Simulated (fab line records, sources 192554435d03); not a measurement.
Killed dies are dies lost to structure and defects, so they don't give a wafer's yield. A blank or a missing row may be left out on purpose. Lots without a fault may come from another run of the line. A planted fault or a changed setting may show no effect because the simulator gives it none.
fab line records | flow n5_finfet
record lots=7 wafers=39
route steps=1938 shown WELL_APT@33 DUMMY_GATE@246 HKMG_FIN@435
start_h: hours from the record's first day to the start of the lot's first wafer shown | wait_h: hours since the lot's step before | " the same as in the row above | L1.1+2: a row that stands for several wafers | - no value, or no start given | * or withheld: withheld | < > ~ a bound
route shown NAME@n: a module of which the file shows steps, and the number in the route of the first | usual: mean/standard deviation of fault-free wafers | same: alike in all rows | chamber/n: place in a boat | sites: the reading at each site | _std_site: their standard deviation | _edge_site: outer sites' mean less inner sites' | radius_mm: how far each site lies from the wafer's centre | mask NAME#n: copy n | behind: the tool/chamber that last shaped the wafer | hold: why the lot was held/for how many hours/how that ended | device: the transistor (n, p or np) that didn't switch | end of line: the same wafers' tests at the end of the route | a step without rows: its recipe alone | killed: dies lost to structure and defects at the first sort, not the wafer's yield | map: a wafer's dies, x killed, . not, _ none there
set.NAME: the setting as run; set.NAME@STEP: as run at that earlier step | model.NAME: the simulator's own value behind a step, which no gauge read
lots whose settings were changed on purpose; a table a step, a row a wafer
## steps
# step N5_WELL_APT_IMPLANT_15
# recipe species=As energy_kev=25 dose_cm2=1.5e+13 tilt_deg=0 rotation_deg=0
# columns lot.wafer tool chamber start_h wait_h set.energy_kev model.implant.rp_nm model.implant.drp_nm
L074.1+5+6 implanter-02 0 14.95 0.1 26.22 20.14 8.749
L074.2+3+4 " 0 " " 25 19.43 8.457
L075.1+3+5 implanter-02 0 20.05 0.1 25 18.74 8.457
L075.2+4+6 " 0 " " 27.65 20.21 9.088
L082.1+3+4 implanter-01 0 62.05 0.1 26.67 20.25 8.856
L082.2+5+6 " 0 " " 25 19.29 8.457
L087.1+2+5 implanter-02 0 92.50 0.1 22.24 16.99 7.789
L087.3+4+6 " 0 " " 25 18.53 8.457
L089.2+3+6 implanter-02 0 104.26 0.1 25 18.59 8.457
L094.1+5+6 implanter-02 0 134.20 0.1 23.02 18 7.979
L094.2+3+4 " 0 " " 25 19.14 8.457
L096.1+2+3+4+5+6 implanter-02 0 146.05 0.1 25 18.93 8.457
# step N5_WELL_APT_EPI_41
# recipe material=Si target_thk_a=500 temp_c=650 precursor=SiH4/H2 pressure_torr=20 time_s=297.7
# columns lot.wafer tool chamber start_h wait_h set.target_thk_a model.Si_of_WELL_APT_EPI_41.thk_nm
L074.1 epi_rpcvd-04 0 17.11 0.0 478.9 49.01
L074.2 " 0 " " 478.9 48.45
L074.3 " 0 " " 500 50.62
L074.4 " 0 " " 500 49.93
L074.5 " 0 " " 478.9 48.5
L074.6 " 0 " " 500 49.68
L075.1 epi_rpcvd-01 0 22.03 0.0 500 50.25
L075.2 " 0 " " 526.9 52.66
L075.3 " 0 " " 526.9 52.45
L075.4 " 0 " " 500 49.52
L075.5 " 0 " " 526.9 52.3
L075.6 " 0 " " 500 49.65
L082.1 epi_rpcvd-04 0 64.14 0.0 500 48.81
L082.2 " 0 " " 536.7 53.67
L082.3 " 0 " " 536.7 53.51
L082.4 " 0 " " 536.7 52.8
L082.5 " 0 " " 500 49.31
L082.6 " 0 " " 500 50.01
L087.1 epi_rpcvd-04 0 96.02 0.0 500 49.48
L087.2 " 0 " " 500 49.09
L087.3 " 0 " " 513.7 50.97
L087.4 " 0 " " 500 48.93
L087.5 " 0 " " 513.7 51.1
L087.6 " 0 " " 513.7 51.27
L089.2 epi_rpcvd-01 0 106.33 0.1 500 49.16
L089.3 " 0 " " 500 49.85
L089.6 " 0 " " 500 49.29
L094.1 epi_rpcvd-01 0 136.39 0.0 500 49.71
L094.2 " 0 " " 500 50.64
L094.3 " 0 " " 500 50.5
L094.4 " 0 " " 500 49.79
L094.5 " 0 " " 500 50.25
L094.6 " 0 " " 500 50.07
L096.1 epi_rpcvd-04 0 148.05 0.0 500 49.7
L096.2 " 0 " " 500 49.69
L096.3 " 0 " " 463.9 45.5
L096.4 " 0 " " 500 50.07
L096.5 " 0 " " 463.9 46.72
L096.6 " 0 " " 463.9 46.38
# step N5_DUMMY_GATE_ETCH_32
# recipe chemistry=CF4 target=SiO2 target_depth_a=35 time_s=3.9 ion_energy_ev=350 pressure_mtorr=10 icp_w=800 bias_w=400 cf4_flow_sccm=80
# columns lot.wafer tool chamber start_h wait_h set.time_s model.etch.depth_nm
L074.1 rie_si-01 1 48.25 0.1 3.553 3.269
L074.2 " 3 " " 3.553 3.104
L074.3 " 2 " " 3.9 3.481
L074.4 " 0 " " 3.9 3.43
L074.5 " 2 " " 3.9 3.465
L074.6 " 1 " " 3.553 3.291
L075.1 rie_si-01 3 56.01 0.1 4.598 4.002
L075.2 " 1 " " 3.9 3.596
L075.3 " 0 " " 3.9 3.451
L075.4 " 2 " " 4.598 4.1
L075.5 " 1 " " 4.598 4.219
L075.6 " 0 " " 3.9 3.428
L082.1 rie_si-06 1 93.98 0.1 3.9 3.635
L082.2 " 2 " " 3.9 3.502
L082.3 " 0 " " 3.9 3.594
L082.4 " 2 " " 3.9 3.486
L082.5 " 0 " " 3.9 3.624
L082.6 " 1 " " 3.9 3.6
L087.1 rie_si-01 3 127.00 0.1 3.9 3.414
L087.2 " 0 " " 4.441 3.869
L087.3 " 1 " " 3.9 3.623
L087.4 " 2 " " 4.441 3.934
L087.5 " 2 " " 4.441 3.943
L087.6 " 3 " " 3.9 3.397
L089.2 rie_si-01 3 136.90 0.1 3.9 3.412
L089.3 " 2 " " 3.9 3.451
L089.6 " 0 " " 3.9 3.42
L094.1 rie_si-03 1 166.64 0.1 3.095 2.81
L094.2 " 3 " " 3.095 2.784
L094.3 " 2 " " 3.9 3.47
L094.4 " 0 " " 3.9 3.596
L094.5 " 0 " " 3.095 2.892
L094.6 " 3 " " 3.9 3.516
L096.1 rie_si-06 2 179.88 0.1 3.9 3.521
L096.2 " 1 " " 3.9 3.658
L096.3 " 3 " " 3.9 3.598
L096.4 " 0 " " 3.9 3.589
L096.5 " 3 " " 3.9 3.612
L096.6 " 0 " " 3.9 3.613
# step N5_DUMMY_GATE_ETCH_42
# recipe chemistry=CHF3/O2 target=SiO2 target_depth_a=35 time_s=31 ion_energy_ev=30 bias_w=12 pressure_mtorr=30 source_w=600 Ar_flow_sccm=200 CHF3_flow_sccm=50 O2_flow_sccm=5
# usual rf_vpp_V=42.6/0.93
# columns lot.wafer tool chamber start_h wait_h set.bias_w rf_vpp_V
L074.1 rie_diel-03 0 48.50 0.0 12 43.8
L074.2 " 2 " " 12.6 44.6
L074.3 " 3 " " 12.6 43.9
L074.4 " 1 " " 12 42.9
L074.5 " 2 " " 12 43.7
L074.6 " 3 " " 12.6 45.9
L075.1 rie_diel-05 1 56.25 0.0 12 43.8
L075.2 " 2 " " 12 42.3
L075.3 " 0 " " 11.33 40.8
L075.4 " 3 " " 11.33 38.9
L075.5 " 1 " " 12 43.2
L075.6 " 2 " " 11.33 42.5
L082.1 rie_diel-05 1 94.23 0.0 12 42.3
L082.2 " 3 " " 13.86 45.6
L082.3 " 2 " " 12 43.1
L082.4 " 0 " " 13.86 47.8
L082.5 " 3 " " 12 40.6
L082.6 " 2 " " 13.86 46.0
L087.1 rie_diel-04 1 127.25 0.0 12 42.4
L087.2 " 3 " " 12 42.8
L087.3 " 2 " " 12 43.9
L087.4 " 0 " " 12 43.1
L087.5 " 3 " " 12 42.9
L087.6 " 0 " " 12 42.7
L089.2 rie_diel-05 1 137.15 0.0 12 44.1
L089.3 " 3 " " 12 41.6
L089.6 " 0 " " 12 41.4
L094.1 rie_diel-03 3 166.89 0.0 9.833 37.7
L094.2 " 0 " " 12 41.8
L094.3 " 2 " " 9.833 36.3
L094.4 " 2 " " 12 43.5
L094.5 " 0 " " 9.833 35.3
L094.6 " 3 " " 12 43.6
L096.1 rie_diel-04 1 180.13 0.0 10.15 37.7
L096.2 " 0 " " 12 42.7
L096.3 " 3 " " 12 42.8
L096.4 " 2 " " 10.15 37.3
L096.5 " 1 " " 10.15 37.7
L096.6 " 2 " " 12 42.3
# step N5_HKMG_FIN_ETCH_32
# recipe chemistry=N2/H2 target=SOC target_depth_a=2400 temp_c=40 time_s=300 ion_energy_ev=200 mask_material=SiARC pressure_mtorr=30 source_w=840 bias_w=150 n2_flow_sccm=200 h2_flow_sccm=200
# columns lot.wafer tool chamber start_h wait_h set.target_depth_a model.etch.depth_nm model.HKMG_FIN.feature_depth_nm model.SiARC_of_HKMG_FIN_COAT_30.thk_nm
L074.1 rie_diel-01 0 74.71 0.0 2288 231.1 231 21.8
L074.2 " 2 " " 2400 236 236 21.2
L074.3 " 3 " " 2288 224.3 224.2 22
L074.4 " 1 " " 2288 224.1 224 22
L074.5 " 2 " " 2400 232.3 232.4 21.4
L074.6 " 1 " " 2400 235.2 235.2 21.2
L075.1 rie_diel-01 0 84.58 0.0 2574 261 261 20
L075.2 " 3 " " 2400 237.2 237.2 21.4
L075.3 " 1 " " 2574 251.9 251.8 20.2
L075.4 " 2 " " 2400 234.6 234.6 21.4
L075.5 " 1 " " 2574 252.6 252.6 20.2
L075.6 " 2 " " 2400 233.7 233.6 21.4
L082.1 rie_diel-01 0 122.79 0.0 2400 244.1 244 21
L082.2 " 1 " " 2400 235.8 235.8 21.2
L082.3 " 3 " " 2400 247.7 247.8 20.8
L082.4 " 2 " " 2400 236.2 236.2 21.2
L082.5 " 3 " " 2400 244.2 244.2 21
L082.6 " 2 " " 2400 235.9 235.8 21
L087.1 rie_diel-02 2 154.11 0.0 2625 265.5 265.6 19.2
L087.2 " 1 " " 2400 233.7 233.6 21.8
L087.3 " 3 " " 2400 237.1 237.2 21.6
L087.4 " 0 " " 2625 262.6 262.6 19.8
L087.5 " 2 " " 2625 266.5 266.6 19.2
L087.6 " 1 " " 2400 234.2 234.2 21.8
L089.2 rie_diel-06 2 165.24 0.0 2400 246.9 246.8 20.6
L089.3 " 0 " " 2400 250.5 250.4 20.2
L089.6 " 2 " " 2400 245.9 245.8 20.8
L094.1 rie_diel-06 0 194.19 0.0 2400 250.5 250.6 20.4
L094.2 " 2 " " 2400 244.6 244.6 21
L094.3 " 1 " " 2400 237.6 237.6 21.2
L094.4 " 3 " " 2251 220.9 221 22
L094.5 " 2 " " 2251 228.1 228 21.8
L094.6 " 3 " " 2251 221.1 221.2 22
L096.1 rie_diel-06 2 209.39 0.0 2400 239.3 239.2 21.2
L096.2 " 0 " " 2400 245.8 245.8 20.6
L096.3 " 1 " " 2400 235.2 235.2 21.2
L096.4 " 3 " " 2400 230 230 21.4
L096.5 " 2 " " 2400 241 241 21
L096.6 " 3 " " 2400 230.7 230.6 21.4
## key
split step=N5_WELL_APT_IMPLANT_15 setting=energy_kev stated=25 by=wafer
response step=N5_WELL_APT_IMPLANT_15 reading=model.implant.rp_nm change=+0.141 per=1% r=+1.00
response step=N5_WELL_APT_IMPLANT_15 reading=model.implant.drp_nm change=+0.06 per=1% r=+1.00
split step=N5_WELL_APT_EPI_41 setting=target_thk_a stated=500 by=wafer
response step=N5_WELL_APT_EPI_41 reading=model.Si_of_WELL_APT_EPI_41.thk_nm change=+0.504 per=1% r=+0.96
split step=N5_DUMMY_GATE_ETCH_32 setting=time_s stated=3.9 by=wafer
response step=N5_DUMMY_GATE_ETCH_32 reading=model.etch.depth_nm change=+0.033 per=1% r=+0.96
split step=N5_DUMMY_GATE_ETCH_42 setting=bias_w stated=12 by=wafer
response step=N5_DUMMY_GATE_ETCH_42 reading=rf_vpp_V change=+0.331 per=1% r=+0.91
split step=N5_HKMG_FIN_ETCH_32 setting=target_depth_a stated=2400 by=wafer
response step=N5_HKMG_FIN_ETCH_32 reading=model.etch.depth_nm change=+2.95 per=1% r=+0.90
response step=N5_HKMG_FIN_ETCH_32 reading=model.HKMG_FIN.feature_depth_nm change=+2.95 per=1% r=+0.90
response step=N5_HKMG_FIN_ETCH_32 reading=model.SiARC_of_HKMG_FIN_COAT_30.thk_nm change=-0.203 per=1% r=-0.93
